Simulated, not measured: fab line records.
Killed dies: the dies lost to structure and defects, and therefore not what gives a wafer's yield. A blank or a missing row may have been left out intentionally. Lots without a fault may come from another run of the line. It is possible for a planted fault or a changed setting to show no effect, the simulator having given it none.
fab line records	flow n5_finfet
record lots=6	wafers=16	last_day=16
route steps=1938 shown BEOL_M7@1330 BEOL_M8@1332
lots untouched by any fault: they come from a run of this same line in which no faults occurred
start_h: hours from the record's opening day to when the first of the lot's shown wafers began	wait_h: hours from the lot's prior step to this one	" unchanged from the row above	L1.1+2: several wafers, shown together as one row	- value missing, or start not given	* or withheld: withheld	< > ~ a bound
route shown NAME@n: names a module that has steps shown in the file, with the first one's number in the route	usual: average and standard deviation across the fault-free wafers	same: alike in all rows	chamber/n: place in a boat	sites: readings site by site	_std_site: the values' standard deviation	_edge_site: mean of outer sites minus mean of inner sites	radius_mm: how far each site lies from the wafer's centre	mask NAME#n: copy n	behind: the tool/chamber that last shaped the wafer	hold: reason for holding the lot/hours on hold/outcome of the hold	device: the n, p or np transistor that did not switch	end of line: tests of these same wafers at the route's end	a step given without rows: its recipe and nothing more	killed: dies lost to structure and defects at the first sort, not the wafer's yield	map: per-die view of a wafer (x killed, . not killed, _ where there is no die)
set.NAME: the run value of the setting; set.NAME@STEP: its run value at that earlier step	model.NAME: the simulator's own value behind a step, which no gauge read
lots seen at some steps along the route; tables by step, rows by wafer
services: the hour from which a tool's chamber was out of use, counted from the record's first day as start_h (under 0 if before that day), plus the number of hours and why
## steps
# step N5_BEOL_M7_RS_MEAS_57
# recipe thk_meas_gauge=four-point-probe	reads=Cu_of_BEOL_M7_ECD_50+Co_of_BEOL_M7_CVD_78+TaN_of_BEOL_M7_ALD_77
# usual M7_RS=0.288/0.0075
lot.wafer	tool	chamber	start_h	wait_h	M7_RS[ohm/sq]
L368.2	film_metro-01	-	180.33	0.1	0.280
L368.4	"	-	"	"	0.292
L368.6	"	-	"	"	0.278
L370.2	film_metro-02	-	225.25	0.1	0.289
L370.3	"	-	"	"	0.287
L370.6	"	-	"	"	0.289
L378.2	film_metro-02	-	262.76	0.1	0.300
L378.5	"	-	"	"	0.294
L379.1	film_metro-02	-	266.16	0.1	0.283
L379.3	"	-	"	"	0.281
L379.6	"	-	"	"	0.287
L380.1	film_metro-02	-	275.39	0.1	0.283
L380.3	"	-	"	"	0.288
L384.4	film_metro-02	-	300.22	0.0	0.282
L384.5	"	-	"	"	0.279
L384.6	"	-	"	"	0.289
# step N5_BEOL_M7_INSPECT_58
# recipe inspect_instrument=darkfield	mode=post_dep
# usual raw_defect_count=72/26
lot.wafer	tool	chamber	start_h	wait_h	raw_defect_count
L368.2	defect_inspect-01	-	180.35	0.0	105
L368.4	"	-	"	"	95
L368.6	"	-	"	"	87
L370.2	defect_inspect-01	-	225.28	0.0	52
L370.3	"	-	"	"	45
L370.6	"	-	"	"	47
L378.2	defect_inspect-01	-	262.79	0.0	83
L378.5	"	-	"	"	111
L379.1	defect_inspect-01	-	266.19	0.0	101
L379.3	"	-	"	"	108
L379.6	"	-	"	"	80
L380.1	defect_inspect-01	-	275.42	0.0	60
L380.3	"	-	"	"	65
L384.4	defect_inspect-02	-	300.25	0.0	69
L384.5	"	-	"	"	88
L384.6	"	-	"	"	52
# step N5_BEOL_M8_ILD_DEP_00
# recipe material=SiCOH_lowk	target_thk_a=1797.5	temp_c=300	precursor=DEMS/porogen	pressure_torr=5	rf_w=500	time_s=33.4
# step N5_BEOL_M8_CURE_74
# recipe temp_c=385	time_s=240	ambient=He/Ar	material=SiCOH_lowk
# usual lamp_power_pct=52.32/0.052	wafer_temp_C_max=386.8/0.54
lot.wafer	tool	chamber	start_h	wait_h	lamp_power_pct	wafer_temp_C_max
L368.2	uv_cure-02	1	180.56	0.1	52.26	387.4
L368.4	"	1	"	"	52.26	387.3
L368.6	"	1	"	"	52.28	387.2
L370.2	uv_cure-03	2	225.46	0.1	52.30	387.3
L370.3	"	2	"	"	52.37	387.3
L370.6	"	2	"	"	52.26	387.5
L378.2	uv_cure-02	2	262.97	0.1	52.32	386.8
L378.5	"	2	"	"	52.28	387.3
L379.1	uv_cure-02	0	266.29	0.0	52.35	386.4
L379.3	"	0	"	"	52.42	386.3
L379.6	"	0	"	"	52.30	387.2
L380.1	uv_cure-03	1	275.72	0.2	52.33	386.6
L380.3	"	1	"	"	52.33	386.5
L384.4	uv_cure-01	0	300.59	0.3	52.33	386.4
L384.5	"	0	"	"	52.30	386.3
L384.6	"	0	"	"	52.30	386.4
# step N5_BEOL_M8_THK_MEAS_01
# recipe reads=SiCOH_lowk_of_BEOL_M8_ILD_DEP_00
# usual M8_ILD_THK=155.1/1.7
lot.wafer	tool	chamber	start_h	wait_h	M8_ILD_THK[nm]
L368.2	film_metro-02	-	180.99	0.4	154.3
L368.4	"	-	"	"	155.1
L368.6	"	-	"	"	155.6
L370.2	film_metro-02	-	225.89	0.4	153.4
L370.3	"	-	"	"	153.6
L370.6	"	-	"	"	156.5
L378.2	film_metro-02	-	263.40	0.4	152.6
L378.5	"	-	"	"	156.3
L379.1	film_metro-02	-	266.80	0.4	153.2
L379.3	"	-	"	"	156.8
L379.6	"	-	"	"	154.8
L380.1	film_metro-01	-	276.23	0.4	151.8
L380.3	"	-	"	"	153.3
L384.4	film_metro-01	-	300.86	0.2	156.3
L384.5	"	-	"	"	156.4
L384.6	"	-	"	"	157.4
# step N5_BEOL_M8_PECVD_70
# recipe material=SiO2	target_thk_a=200	temp_c=400	precursor=TEOS/O2	pressure_torr=5.5	rf_w=450	teos_flow_sccm=53.8	gas=O2	flow_sccm=3000	time_s=22.7
# usual heater_power_w=645/78	showerhead_plenum_p_Torr=8.76/0.035	showerhead_vpp_V=1306/52	throttle_valve_pct=22.1/0.85
lot.wafer	tool	chamber	start_h	wait_h	heater_power_w	showerhead_plenum_p_Torr	showerhead_vpp_V	throttle_valve_pct
L368.2	pecvd-03	0	181.03	0.0	677	8.79	1364	21.4
L368.4	"	0	"	"	680	8.77	1358	21.8
L368.6	"	0	"	"	673	8.77	1354	21.7
L370.2	pecvd-04	1	225.93	0.0	657	8.75	1346	24.0
L370.3	"	0	"	"	766	8.73	1273	22.2
L370.6	"	1	"	"	674	8.75	1326	23.6
L378.2	pecvd-04	2	263.44	0.0	561	8.80	1303	20.6
L378.5	"	2	"	"	583	8.78	1321	20.8
L379.1	pecvd-04	2	266.84	0.0	632	8.80	1331	21.0
L379.3	"	1	"	"	643	8.76	1338	23.7
L379.6	"	2	"	"	649	8.79	1332	20.8
L380.1	pecvd-03	1	276.26	0.0	534	8.75	1324	21.5
L380.3	"	0	"	"	682	8.76	1343	21.4
L384.4	pecvd-01	1	300.92	0.1	522	8.79	1343	22.5
L384.5	"	0	"	"	618	8.78	1356	22.4
L384.6	"	2	"	"	527	8.83	1302	22.2
# step N5_BEOL_M8_HM_DEP_02
# recipe material=TiN	target_thk_a=200	temp_c=25	chamber_pressure_pa=0.49996
# usual chamber_pressure_pa=0.5002/0.0011	substrate_temp_c=25.00/0.1	throttle_valve_pct=29.8/1
lot.wafer	tool	chamber	start_h	wait_h	chamber_pressure_pa	substrate_temp_c	throttle_valve_pct
L368.2	pvd_sputter-02	-	181.20	0.2	0.5012	24.96	30.3
L368.4	"	-	"	"	0.4996	24.89	29.0
L368.6	"	-	"	"	0.5004	24.98	28.3
L370.2	pvd_sputter-01	-	226.01	0.1	0.5011	24.99	30.1
L370.3	"	-	"	"	0.4995	25.10	30.5
L370.6	"	-	"	"	0.4989	24.91	30.0
L378.2	pvd_sputter-02	-	265.09	1.6	0.5004	24.89	28.7
L378.5	"	-	"	"	0.5002	24.91	30.4
L379.1	pvd_sputter-03	-	269.90	3.0	0.5000	24.94	28.9
L379.3	"	-	"	"	0.5005	24.88	31.3
L379.6	"	-	"	"	0.4993	25.11	30.0
L380.1	pvd_sputter-03	-	277.02	0.7	0.4999	24.76	31.4
L380.3	"	-	"	"	0.5012	25.11	29.8
L384.4	pvd_sputter-02	-	302.07	1.1	0.4990	24.88	30.0
L384.5	"	-	"	"	0.5007	25.00	30.4
L384.6	"	-	"	"	0.4987	24.92	29.9
# step N5_BEOL_M8_COAT_59
# recipe resist=SOC	temp_c=250	time_s=60	spin_rpm=1500	resist_thk_nm=100
# step N5_BEOL_M8_COAT_60
# recipe resist=SiARC	temp_c=220	time_s=60	spin_rpm=1500	resist_thk_nm=35
# step N5_BEOL_M8_COAT_05
# recipe resist=CAR-ArF	spin_rpm=1500	resist_thk_nm=90
# step N5_BEOL_M8_EBR_07
# recipe solvent=PGMEA	ebr_width_mm=1.5
# step N5_BEOL_M8_SOFTBAKE_06
# recipe temp_c=110	time_s=60	resist=CAR-ArF
# step N5_BEOL_M8_EXPOSE_08
# recipe mask_id=M8	na=1.35	source_shape=dipole	sigma_inner=0.817	sigma_outer=0.97	polarization=te	dose_mj=68.25
lot.wafer	tool	chamber	start_h	wait_h	mask
L368.2+4+6	arfi_scanner-03	0	181.58	-	M8#0
L370.2+3+6	arfi_scanner-01	0	226.26	-	M8#0
L378.2+5	arfi_scanner-03	0	265.34	-	M8#0
L379.1+3+6	arfi_scanner-01	0	270.27	-	M8#0
L380.1+3	arfi_scanner-03	0	277.38	-	M8#0
L384.4+5+6	arfi_scanner-02	0	302.33	-	M8#0
# step N5_BEOL_M8_PEB_09
# recipe peb_temp_c=withheld	peb_time_s=60	resist=CAR-ArF
# step N5_BEOL_M8_DEVELOP_10
# recipe develop_time_s=30	developer=TMAH	resist=CAR-ArF	rinse_liquid=diw	dry=air_spin	dev_temp_c=23
# step N5_BEOL_M8_CD_MEAS_11
# recipe target_cd_nm=38.5	landing_energy_ev=500	detector=se_inlens	polarity=opening
# usual cd_nm=38.7/0.45
lot.wafer	tool	chamber	start_h	wait_h	cd_nm
L368.2	cd_sem-01	0	181.70	-	37.9
L368.4	"	0	"	"	38.4
L368.6	"	0	"	"	38.3
L370.2	cd_sem-01	0	226.38	-	39.4
L370.3	"	0	"	"	38.7
L370.6	"	0	"	"	38.7
L378.2	cd_sem-01	0	265.46	-	37.7
L378.5	"	0	"	"	38.8
L379.1	cd_sem-01	0	270.40	-	39.1
L379.3	"	0	"	"	38.8
L379.6	"	0	"	"	39.3
L380.1	cd_sem-03	0	277.51	-	37.5
L380.3	"	0	"	"	38.2
L384.4	cd_sem-02	0	302.44	-	38.9
L384.5	"	0	"	"	39.6
L384.6	"	0	"	"	39.3
# step N5_BEOL_M8_OVL_MEAS_12
# recipe points_per_wafer=44
# usual M8_OVL=0.2/0.72
lot.wafer	tool	chamber	start_h	wait_h	M8_OVL[nm]
L368.2	overlay-02	0	181.73	0.0	0.3
L368.4	"	0	"	"	0.1
L368.6	"	0	"	"	0.9
L370.2	overlay-01	0	226.41	0.0	0.7
L370.3	"	0	"	"	0.8
L370.6	"	0	"	"	1.3
L378.2	overlay-02	0	265.49	0.0	1.2
L378.5	"	0	"	"	0.3
L379.1	overlay-01	0	270.43	0.0	0.4
L379.3	"	0	"	"	1.1
L379.6	"	0	"	"	1.1
L380.1	overlay-02	0	277.54	0.0	0.0
L380.3	"	0	"	"	0.7
L384.4	overlay-02	0	302.47	0.0	1.7
L384.5	"	0	"	"	1.5
L384.6	"	0	"	"	1.2
# step N5_BEOL_M8_INSPECT_13
# recipe mode=adi	inspect_instrument=brightfield
# usual raw_defect_count=402/98
lot.wafer	tool	chamber	start_h	wait_h	raw_defect_count
L368.2	defect_inspect-01	-	181.76	0.0	599
L368.4	"	-	"	"	519
L368.6	"	-	"	"	565
L370.2	defect_inspect-01	-	226.43	0.0	410
L370.3	"	-	"	"	266
L370.6	"	-	"	"	306
L378.2	defect_inspect-01	-	265.51	0.0	578
L378.5	"	-	"	"	593
L379.1	defect_inspect-01	-	270.46	0.0	474
L379.3	"	-	"	"	330
L379.6	"	-	"	"	372
L380.1	defect_inspect-01	-	277.57	0.0	267
L380.3	"	-	"	"	370
L384.4	defect_inspect-02	-	302.50	0.0	445
L384.5	"	-	"	"	449
L384.6	"	-	"	"	322
# step N5_BEOL_M8_DESCUM_16
# recipe chemistry=O2	time_s=7.9	source_power_w=50	bias_power_w=20	pressure_mtorr=20	rf_frequency_hz=2.712e+07	temp_c=40	resist=CAR-ArF	o2_flow_sccm=225
# usual drypump_motor_current_A=5.9/0.42	o2_flow_sccm=225.0/0.65	oes_product_au=0.81/0.11	rf_vpp_V=243.2/1.1	showerhead_plenum_p_Torr=2.09/0.053	temp_c=40.01/0.11	throttle_valve_pct=20.43/0.24
lot.wafer	tool	chamber	start_h	wait_h	drypump_motor_current_A	o2_flow_sccm	oes_product_au	rf_hours_counter_h	rf_vpp_V	showerhead_plenum_p_Torr	temp_c	throttle_valve_pct
L368.2	rie_diel-01	0	181.89	0.1	6.4	223.8	0.89	31	245.2	2.21	39.94	20.46
L368.4	"	1	"	"	6.6	224.8	0.72	200	243.7	2.06	40.00	20.59
L368.6	"	1	"	"	6.6	224.2	0.72	-	241.6	2.06	40.01	20.59
L370.2	rie_diel-01	1	226.83	0.4	6.6	224.9	0.71	217	242.2	2.06	40.02	20.63
L370.3	"	0	"	"	6.5	224.0	0.87	48	244.2	2.21	39.91	20.49
L370.6	"	1	"	"	6.6	224.2	0.71	-	243.5	2.06	40.09	20.63
L378.2	rie_diel-03	3	265.55	0.0	6.1	225.0	0.96	11	242.5	2.05	39.99	20.13
L378.5	"	3	"	"	6.1	223.7	0.96	-	242.2	2.05	40.12	20.13
L379.1	rie_diel-03	0	270.50	0.0	5.5	225.1	0.99	5	244.2	2.14	40.07	20.02
L379.3	"	2	"	"	5.8	224.7	0.68	218	243.0	2.07	40.08	20.64
L379.6	"	0	"	"	5.5	224.5	0.99	-	243.4	2.14	40.08	20.02
L380.1	rie_diel-04	1	277.60	0.0	5.7	224.0	0.73	177	244.1	2.16	40.09	20.69
L380.3	"	2	"	"	5.1	225.7	0.70	228	243.8	2.06	39.87	20.72
L384.4	rie_diel-04	0	302.85	0.4	5.4	224.1	0.93	13	243.3	2.05	40.04	20.11
L384.5	"	3	"	"	6.0	225.8	0.87	-	242.3	2.05	40.18	20.21
L384.6	"	2	"	"	5.2	225.5	0.70	-	241.4	2.05	39.96	20.72
# step N5_BEOL_M8_ETCH_61
# recipe chemistry=CF4	target=SiARC	target_depth_a=455	mask_material=CAR-ArF	time_s=75.8	ion_energy_ev=80	pressure_mtorr=40	source_w=545	bias_w=36	Ar_flow_sccm=100	cf4_flow_sccm=100	ends=cleared
# usual cf4_flow_sccm=99.99/0.29	drypump_motor_current_A=5.9/0.42	etch_rf_on_time_s=75.9/1.1	oes_product_au=0.69/0.09	rf_vpp_V=184.1/1	showerhead_plenum_p_Torr=2.15/0.053	throttle_valve_pct=15.63/0.27
lot.wafer	tool	chamber	start_h	wait_h	cf4_flow_sccm	drypump_motor_current_A	etch_rf_on_time_s	oes_product_au	rf_hours_counter_h	rf_vpp_V	showerhead_plenum_p_Torr	throttle_valve_pct	model.BEOL_M8.cd_offset_nm
L368.2	rie_diel-01	0	181.93	0.0	100.05	6.4	74.9	0.76	31	184.4	2.27	15.65	-0.6
L368.4	"	1	"	"	100.28	6.6	74.5	0.62	200	183.8	2.13	15.90	-0.4
L368.6	"	1	"	"	100.67	6.6	74.2	0.62	-	184.8	2.13	15.91	-0.2
L370.2	rie_diel-01	1	226.86	0.0	99.78	6.7	74.5	0.61	217	184.5	2.12	15.94	0.8
L370.3	"	0	"	"	100.21	6.5	75.6	0.73	48	184.3	2.26	15.68	0.4
L370.6	"	1	"	"	100.19	6.6	75.0	0.61	-	183.2	2.12	15.94	0.4
L378.2	rie_diel-03	3	265.58	0.0	99.98	6.1	74.2	0.83	11	183.9	2.10	15.31	-1
L378.5	"	3	"	"	99.73	6.1	74.7	0.82	-	183.3	2.10	15.31	0.4
L379.1	rie_diel-03	0	270.53	0.0	100.10	5.5	75.3	0.84	5	183.0	2.19	15.20	1
L379.3	"	2	"	"	100.15	5.8	78.4	0.58	218	184.4	2.11	15.84	0.2
L379.6	"	0	"	"	99.67	5.5	75.5	0.84	-	184.9	2.19	15.19	1
L380.1	rie_diel-04	1	277.64	0.0	99.66	5.7	75.9	0.64	177	185.4	2.22	15.94	-1.2
L380.3	"	2	"	"	99.77	5.1	75.2	0.59	228	182.1	2.12	15.97	0
L384.4	rie_diel-04	0	302.89	0.0	99.85	5.4	77.5	0.77	13	184.7	2.10	15.23	0.6
L384.5	"	3	"	"	99.65	6.1	75.6	0.74	-	183.8	2.10	15.37	1
L384.6	"	2	"	"	99.76	5.2	76.3	0.59	-	183.0	2.11	15.99	1
# step N5_BEOL_M8_ETCH_62
# recipe chemistry=N2/H2	target=SOC	target_depth_a=1100	overetch_a=220	mask_material=SiARC	temp_c=40	time_s=165	ion_energy_ev=200	pressure_mtorr=30	source_w=840	bias_w=150	n2_flow_sccm=200	h2_flow_sccm=200
# step N5_BEOL_M8_STRIP_68
# recipe chemistry=N2/H2	temp_c=40	n2_flow_sccm=200	h2_flow_sccm=200	rf_frequency_hz=6e+07
# step N5_BEOL_M8_STRIP_67
# recipe chemistry=CF4	resist=SiARC	power_w=300	bias_power_w=75	pressure_mtorr=50	cf4_flow_sccm=150	rf_frequency_hz=6e+07
# usual cf4_flow_sccm=149.9/0.4	drypump_motor_current_A=5.9/0.42	oes_product_au=0.81/0.1	rf_vpp_V=271.3/1.3	showerhead_plenum_p_Torr=1.80/0.044	throttle_valve_pct=13.61/0.29
lot.wafer	tool	chamber	start_h	wait_h	cf4_flow_sccm	drypump_motor_current_A	oes_product_au	rf_hours_counter_h	rf_vpp_V	showerhead_plenum_p_Torr	throttle_valve_pct
L368.2	rie_diel-01	0	182.13	0.0	150.6	6.5	0.88	31	272.5	1.90	13.58
L368.4	"	1	"	"	149.5	6.6	0.73	200	273.0	1.78	13.90
L368.6	"	1	"	"	149.9	6.6	0.72	-	270.8	1.78	13.87
L370.2	rie_diel-01	1	227.06	0.0	150.2	6.6	0.71	217	270.9	1.78	13.92
L370.3	"	0	"	"	149.9	6.4	0.86	48	273.0	1.90	13.63
L370.6	"	1	"	"	150.3	6.7	0.70	-	270.6	1.78	13.92
L378.2	rie_diel-03	3	265.78	0.0	150.5	6.2	0.95	11	270.9	1.77	13.27
L378.5	"	3	"	"	150.4	6.1	0.95	-	269.4	1.77	13.27
L379.1	rie_diel-03	0	270.73	0.0	150.6	5.5	0.98	5	271.1	1.83	13.15
L379.3	"	2	"	"	149.5	5.8	0.69	218	267.6	1.77	13.87
L379.6	"	0	"	"	150.9	5.5	0.97	-	271.7	1.83	13.16
L380.1	rie_diel-04	1	277.84	0.0	149.2	5.7	0.75	178	272.8	1.86	13.92
L380.3	"	2	"	"	149.4	5.1	0.70	228	271.9	1.77	13.96
L384.4	rie_diel-04	0	303.09	0.0	149.9	5.4	0.92	13	269.6	1.76	13.15
L384.5	"	3	"	"	150.1	6.0	0.86	-	268.6	1.76	13.32
L384.6	"	2	"	"	149.9	5.2	0.69	-	269.3	1.77	13.97
# step N5_BEOL_M8_HM_OPEN_17
# recipe chemistry=Cl2/BCl3	target_depth_a=200	overetch_a=60	target=TiN	mask_material=SOC	ion_energy_ev=150	pressure_mtorr=10	icp_w=1000	bias_w=126	Cl2_flow_sccm=53.25	bcl3_flow_sccm=21.75	Ar_flow_sccm=25
# usual drypump_motor_current_A=6.0/0.37	oes_product_au=0.67/0.077	throttle_valve_pct=22.06/0.15
lot.wafer	tool	chamber	start_h	wait_h	drypump_motor_current_A	oes_product_au	rf_hours_counter_h	throttle_valve_pct	model.BEOL_M8.cd_offset_nm
L368.2	rie_metal-03	1	182.17	0.0	6.0	0.77	3	21.91	-1
L368.4	"	0	"	"	6.5	0.71	-	22.02	-0.6
L368.6	"	0	"	"	6.5	0.71	-	22.00	-0.6
L370.2	rie_metal-03	1	227.10	0.0	5.9	0.77	8	21.91	0.8
L370.3	"	1	"	"	5.9	0.77	-	21.91	0.4
L370.6	"	1	"	"	5.9	0.76	-	21.90	0.4
L378.2	rie_metal-01	1	265.83	0.0	5.3	0.81	0	21.74	-0.8
L378.5	"	1	"	"	5.3	0.82	-	21.74	0.8
L379.1	rie_metal-03	0	270.77	0.0	6.5	0.70	27	22.00	1
L379.3	"	1	"	"	6.0	0.75	-	21.95	0.2
L379.6	"	1	"	"	6.0	0.75	-	21.93	1
L380.1	rie_metal-03	1	277.91	0.1	6.0	0.74	12	21.94	-1.4
L380.3	"	1	"	"	6.0	0.74	-	21.93	0
L384.4	rie_metal-02	0	303.22	0.1	5.7	0.58	-	22.26	0.6
L384.5	"	0	"	"	5.7	0.58	-	22.27	1.2
L384.6	"	0	"	"	5.8	0.57	-	22.27	1
# step N5_BEOL_M8_STRIP_19
# recipe chemistry=O2	power_w=400	temp_c=40	pressure_mtorr=30	rf_frequency_hz=6e+07	bias_power_w=0	overash_fraction=0.2	o2_flow_sccm=225
## services
tool	chamber	start_h	hours	kind
arfi_scanner-01	-	159.81	4.9	pm
arfi_scanner-02	-	161.17	1.0	pm
pecvd-03	2	166.60	19.3	repair
uv_cure-01	-	167.62	0.9	repair
arfi_scanner-03	-	170.26	1.2	repair
pecvd-04	-	172.05	0.9	repair
arfi_scanner-03	-	176.59	1.3	pm
uv_cure-02	-	177.95	0.9	repair
rie_metal-03	0	184.21	10.9	repair
arfi_scanner-03	-	187.16	1.0	pm
arfi_scanner-03	-	211.25	1.0	pm
arfi_scanner-03	-	212.71	0.8	pm
rie_diel-01	1	228.63	16.2	repair
arfi_scanner-01	-	238.40	9.7	repair
uv_cure-03	-	238.98	1.0	pm
rie_diel-03	-	239.55	1.0	repair
arfi_scanner-01	-	250.83	1.3	pm
uv_cure-03	-	251.75	7.5	pm
arfi_scanner-01	-	257.66	3.9	pm
rie_metal-03	-	257.92	0.4	repair
rie_diel-03	1	261.09	19.7	repair
pecvd-03	-	263.84	1.6	repair
arfi_scanner-03	-	278.34	28.3	repair
arfi_scanner-01	-	287.11	1.0	pm
## key
first_sign none at tools or gauges
model_effect step=N5_BEOL_M8_ETCH_61	value=BEOL_M8.cd_offset_nm	without=-0.2	struck=-1.1
model_effect step=N5_BEOL_M8_HM_OPEN_17	value=BEOL_M8.cd_offset_nm	without=-0.1	struck=-1.1
met_at N5_BEOL_M8_EXPOSE_08
struck_wafers L378.2,L380.1
onset_between 181.58 265.34
fault kind=process_parameter_drift	tool=arfi_scanner-03	chamber=-	onset_h=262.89	steps=N5_BEOL_M8_EXPOSE_08	channel=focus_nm	offset=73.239	shape=step	end_h=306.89	scope=struck_wafers_only
